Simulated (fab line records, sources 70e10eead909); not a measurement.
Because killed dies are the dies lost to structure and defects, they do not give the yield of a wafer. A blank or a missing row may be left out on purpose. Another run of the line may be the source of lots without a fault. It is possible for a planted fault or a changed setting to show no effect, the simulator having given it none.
Which of the tools did it? / flow nand-harc / Sampling: 7 lots, 21 wafers, 4 of 1159 route steps

== WHAT EACH GAUGE READ, for each wafer ==
NHARC_A_M0_OVL_MEAS_10: pitch 160 nm.
lot=L651; measured=day 18 15:18; on=overlay-01; overlay-y-nm (nm)=-0.2 -0.5 0.2
lot=L654; measured=day 19 15:15; on=overlay-02; overlay-y-nm (nm)=0.8 1.0 0.8
lot=L655; measured=day 19 22:10; on=overlay-01; overlay-y-nm (nm)=-1.2 -1.4 -1.5
lot=L658; measured=day 20 14:34; on=overlay-02; overlay-y-nm (nm)=0.5 1.2 0.6
lot=L671; measured=day 23 17:25; on=overlay-01; overlay-y-nm (nm)=0.4 -0.1 0.3
lot=L672; measured=day 24 09:25; on=overlay-02; overlay-y-nm (nm)=0.1 0.0 0.1

== EACH LOT AND THE TOOL THAT RAN IT (in order: tool; ch and the chambers of the sampled wafers; start) ==
lot=L651; NHARC_A_CONTACT_ETCH_138=har-cap-etch-01 ch 0, day 18 02:31; NHARC_A_BLC_ETCH_18=rie-diel-02 ch 0,1,3, day 18 08:51 or earlier; NHARC_A_BLC_ALD_23=ald-metal-03 ch 0,1,3, day 18 08:51
lot=L654; NHARC_A_CONTACT_ETCH_138=har-cap-etch-03 ch 0,1, day 19 00:19; NHARC_A_BLC_ETCH_18=rie-diel-04 ch 0,1,2, day 19 13:10 or earlier; NHARC_A_BLC_ALD_23=ald-metal-03 ch 0,2,3, day 19 13:10
lot=L655; NHARC_A_CONTACT_ETCH_138=har-cap-etch-02 ch 0,1, day 19 13:25; NHARC_A_BLC_ETCH_18=rie-diel-04 ch 0,2, day 19 19:25 or earlier; NHARC_A_BLC_ALD_23=ald-metal-04 ch 0,3, day 19 19:25
lot=L658; NHARC_A_CONTACT_ETCH_138=har-cap-etch-02 ch 0,1, day 20 00:05; NHARC_A_BLC_ETCH_18=rie-diel-02 ch 0,1,3, day 20 06:53 or earlier; NHARC_A_BLC_ALD_23=ald-metal-02 ch 0,1, day 20 06:53
lot=L668; NHARC_A_CONTACT_ETCH_138=har-cap-etch-03 ch 0,1, day 22 14:26; NHARC_A_BLC_ETCH_18=rie-diel-02 ch 0,1,3, day 23 03:26 or earlier; NHARC_A_BLC_ALD_23=ald-metal-03 ch 0,3, day 23 03:26
lot=L671; NHARC_A_CONTACT_ETCH_138=har-cap-etch-02 ch 0,1, day 22 20:38; NHARC_A_BLC_ETCH_18=rie-diel-12 ch 1,3, day 23 12:13 or earlier; NHARC_A_BLC_ALD_23=ald-metal-04 ch 0,2, day 23 12:13
lot=L672; NHARC_A_CONTACT_ETCH_138=har-cap-etch-02 ch 0,1, day 23 12:22; NHARC_A_BLC_ETCH_18=rie-diel-02 ch 0,1,2, day 24 02:02 or earlier; NHARC_A_BLC_ALD_23=ald-metal-02 ch 0,1,3, day 24 02:02
- NHARC_A_CONTACT_ETCH_138: etches the open film in C4F8/O2/Ar, time 132 s, target depth 1289 nm.
- NHARC_A_BLC_ETCH_18: etches the open film in C4F8/O2/Ar, target depth 910 nm.
- NHARC_A_BLC_ALD_23: deposits TiN, target thk 3 nm, pulse time 1 s, ald cycles 150.

== THE ANSWER, worked out from the rows above alone ==
Rule: the usual values come from the lots themselves. The widest of any qualifying gaps counts: lots, ordered by their means at a reading, are off when they make up no more than a third of the lots, leave a main group of 4 or more, and stand apart from it by 3 or more times the standard deviation of that group's means. If all means in a main group match to the digits the tables above print for the reading, that group is not used. A lot without any number at a reading at which 4 lots or more have one is off too. All remaining lots with rows at the step are treated as sound.
Nothing can be told from this: no lot is off at any reading shown.

== WHAT HAD BEEN PUT IN BY THE SIMULATOR ==
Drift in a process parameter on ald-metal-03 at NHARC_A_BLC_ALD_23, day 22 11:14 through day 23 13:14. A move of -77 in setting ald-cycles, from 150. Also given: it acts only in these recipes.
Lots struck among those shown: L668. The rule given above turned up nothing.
